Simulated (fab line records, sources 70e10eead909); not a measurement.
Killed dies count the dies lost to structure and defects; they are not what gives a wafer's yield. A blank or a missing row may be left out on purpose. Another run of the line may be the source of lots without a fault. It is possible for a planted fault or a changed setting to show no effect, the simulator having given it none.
A struck lot beside a sound one / flow nand-harc / 15 steps out of a route of 1159
Sound: the wafers L649.2, L649.3, L649.5. Struck: wafer L656.1. (L656.2, L656.5 of the same lot were not struck and are left out.) The cause comes at the end.
Each step with rows lists, per side, the tool, then ch with its chambers, then its first start. Under that, the readings that differ: sound wafers / struck wafers / difference of the means / sigmas: that difference in standard deviations of wafers without a fault.
alike: readings with means less than 2 such deviations apart, plus words and numbers identical on both sides. not compared: withheld readings, readings lacking a value on some wafer, bounds such as >300 that could conceal the same value, and numbers that have no deviation in the record and whose values overlap.
Wherever a step has rows on one side only, a row that says differs or no value, or a row with sigmas, the two part there. Numbers that don't overlap but have no deviation are shown without sigmas and don't part them. Lack of a reading on every wafer of one side parts them only where that side has two or more wafers.

first, 1 step without rows for these wafers: NHARC_A_CHANNEL_HOLE_D1_STRIP_43 (strips in O2/COS).
NHARC_A_CHANNEL_HOLE_D1_ETCH_44: etches the open film in CF4/O2, target depth 140 nm, overetch 14 nm, time 77 s.
  sound on rie-diel-12 ch 0,3, day 9 09:25; struck on rie-diel-04 ch 3, day 10 20:15
reading=chamber-pressure-mTorr (mTorr); sound=30.006 29.954 29.958; struck=30.053; difference=+0.080; sigmas=+3
  alike: drypump-motor-current-A, oes-product-au, rf-vpp-V, showerhead-plenum-p-Torr, throttle-valve-pct
  not compared: rf-hours-counter-h
NHARC_A_CHANNEL_HOLE_D1_STRIP_27: strips in O2.
  sound: rie-diel-12 ch 0,2; struck: rie-diel-04 ch 2
reading=throttle-valve-pct (%); sound=17.044 17.025 17.046; struck=17.060; difference=+0.022; sigmas=+2
  alike: chamber-pressure-mTorr, drypump-motor-current-A, oes-product-au, rf-vpp-V, showerhead-plenum-p-Torr
  not compared: rf-hours-counter-h
then, 2 steps without rows for these wafers: NHARC_A_CHANNEL_HOLE_D1_PRECLEAN_28 (cleans in SC1); NHARC_A_CHANNEL_HOLE_D1_SRD_29.
NHARC_A_CHANNEL_HOLE_D1_CD_MEAS_30:
  sound on cd-sem-03 at day 9 10:12; struck on cd-sem-03 at day 10 21:03
  alike: cd-nm
next, for these wafers, 1 step has no rows: NHARC_A_CHANNEL_HOLE_D1_XSEM_31.
NHARC_A_CHANNEL_HOLE_D1_INSPECT_40:
  sound on defect-inspect-01 at day 9 10:23; struck on defect-inspect-01 at day 10 21:14
  alike: raw-defect-count
then, 2 steps without rows for these wafers: NHARC_A_CHANNEL_FILL_D1_PRECLEAN_00 (cleans in SC1); NHARC_A_CHANNEL_FILL_D1_SRD_01.
NHARC_A_CHANNEL_FILL_D1_ALD_02: deposits SiO2, target thk 6 nm, pulse time 10 s, ald cycles 60.
  sound on ald-hk-02 ch 0,1,3, day 9 10:43; struck on ald-hk-02 ch 2, day 10 21:26
  alike: heater-power-w, precursor-pulse-height-rel
  not compared: ald-cycles
NHARC_A_CHANNEL_FILL_D1_ALD_03: deposits SiNx, target thk 6 nm, pulse time 60 s, ald cycles 58.
  sound: ald-sin-batch-02 ch 0; struck: ald-sin-batch-03 ch 0
  alike: precursor-pulse-height-rel
  not compared: ald-cycles
NHARC_A_CHANNEL_FILL_D1_ALD_14: deposits SiO2, target thk 2.5 nm, pulse time 10 s, ald cycles 25.
  sound on ald-hk-02 ch 1,2,3, day 9 17:39; struck on ald-hk-04 ch 0, day 11 04:28
reading=ald-cycles; sound=25 25 25; struck=17; difference=-8; sigmas=
  alike: heater-power-w, precursor-pulse-height-rel
NHARC_A_CHANNEL_FILL_D1_ALD_15: deposits SiNx, target thk 2 nm, pulse time 60 s, ald cycles 19.
  sound: ald-sin-batch-03 ch 0; struck: ald-sin-batch-01 ch 0
  alike: precursor-pulse-height-rel
  not compared: ald-cycles
-- break in the record here, with 11 days between the starts of the struck wafers on either side (left off in module A_CHANNEL_FILL_D1, picked up again in module END, where the first step shown is number 1159 on the route) --
NHARC_END_SORT_01:
  only the struck wafers appear in the record here, on prober-02 ch 0 at day 21 23:14; the sound ones have no rows

WHERE THEY PART
Last at NHARC_END_SORT_01 as far as this record goes, first at NHARC_A_CHANNEL_HOLE_D1_ETCH_44.

WHY: what had been put in by the simulator
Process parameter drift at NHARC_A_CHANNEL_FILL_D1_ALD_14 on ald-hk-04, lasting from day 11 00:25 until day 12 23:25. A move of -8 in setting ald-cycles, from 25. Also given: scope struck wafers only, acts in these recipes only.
